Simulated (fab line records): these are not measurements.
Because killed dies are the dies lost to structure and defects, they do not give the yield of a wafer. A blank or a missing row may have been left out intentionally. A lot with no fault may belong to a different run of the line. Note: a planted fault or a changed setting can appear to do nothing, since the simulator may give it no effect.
Which tool was responsible?	flow nandHarc	6 lots, 17 wafers sampled, at 5 steps of a route of 1302

WHAT THE GAUGES READ, wafer by wafer
NHARC_END_SORT_01.
lot	measured	on	killedAtArray
L635	day 28 11:12	prober-02	44 45

WHAT TOOL EACH LOT RAN ON (gives the tool, then ch and the chambers of the sampled wafers, and finally the start)
lot	NHARC_A_STAIRCASE_ETCH_199	NHARC_A_STAIRCASE_DESCUM_219	NHARC_A_STAIRCASE_ETCH_230	NHARC_A_STAIRCASE_ETCH_236
L625	rieDiel-07 ch 0,1, day 16 09:00 or earlier	rieDiel-13 ch 0,1,3, day 16 09:00	rieDiel-03 ch 1,2, day 16 10:21	rieDiel-03 ch 0,1, no start
L629	rieDiel-03 ch 0,1,3, day 17 19:29 or earlier	rieDiel-13 ch 0,1,2, day 17 19:29	rieDiel-13 ch 0,2,3, day 17 20:47	rieDiel-13 ch 1,3, no start
L635	rieDiel-07 ch 2,3, day 20 09:00 or earlier	rieDiel-07 ch 1,3, day 20 09:00	rieDiel-13 ch 3, day 20 10:18	rieDiel-13 ch 0,3, day 28 11:12 or earlier
L641	rieDiel-03 ch 0,1,2, day 22 14:46 or earlier	rieDiel-07 ch 2,3, day 22 14:46	rieDiel-03 ch 0,1,2, day 22 16:22	rieDiel-03 ch 0,1,3, no start
L644	rieDiel-07 ch 1,2,3, day 23 18:05 or earlier	rieDiel-07 ch 1,2,3, day 23 18:05	rieDiel-03 ch 0,1,3, day 23 19:23	rieDiel-03 ch 0,1,2, no start
L647	rieDiel-03 ch 1,2,3, day 25 16:01 or earlier	rieDiel-07 ch 0,1,2, day 25 16:01	rieDiel-07 ch 0,1,2, day 25 17:19	rieDiel-07 ch 0,2, no start
- NHARC_A_STAIRCASE_ETCH_199: etches the open film in C4F8/O2, target depth 100 nm, time 40.5 s.
- NHARC_A_STAIRCASE_DESCUM_219: chemistry O2, time 3 s.
- NHARC_A_STAIRCASE_ETCH_230: etches the open film in C4F8/O2, target depth 100 nm, time 40.5 s.
- NHARC_A_STAIRCASE_ETCH_236: etches the open film in C4F8/O2, target depth 100 nm, time 40.5 s.

THE ANSWER, worked out from the rows above alone
Rule: the usual values come from the lots themselves. The widest of any qualifying gaps counts: lots, ordered by their means at a reading, are off when they make up no more than a third of the lots, leave a main group of 4 or more, and stand apart from it by 3 or more times the standard deviation of that group's means. If all means in a main group match to the digits the tables above print for the reading, that group is not used. Also off: a lot with no number at a reading for which 4 or more lots have one. All remaining lots with rows at the step are treated as sound.
Across all readings shown, no lot is off: no conclusion can be drawn from this.

WHAT HAD BEEN PUT IN BY THE SIMULATOR
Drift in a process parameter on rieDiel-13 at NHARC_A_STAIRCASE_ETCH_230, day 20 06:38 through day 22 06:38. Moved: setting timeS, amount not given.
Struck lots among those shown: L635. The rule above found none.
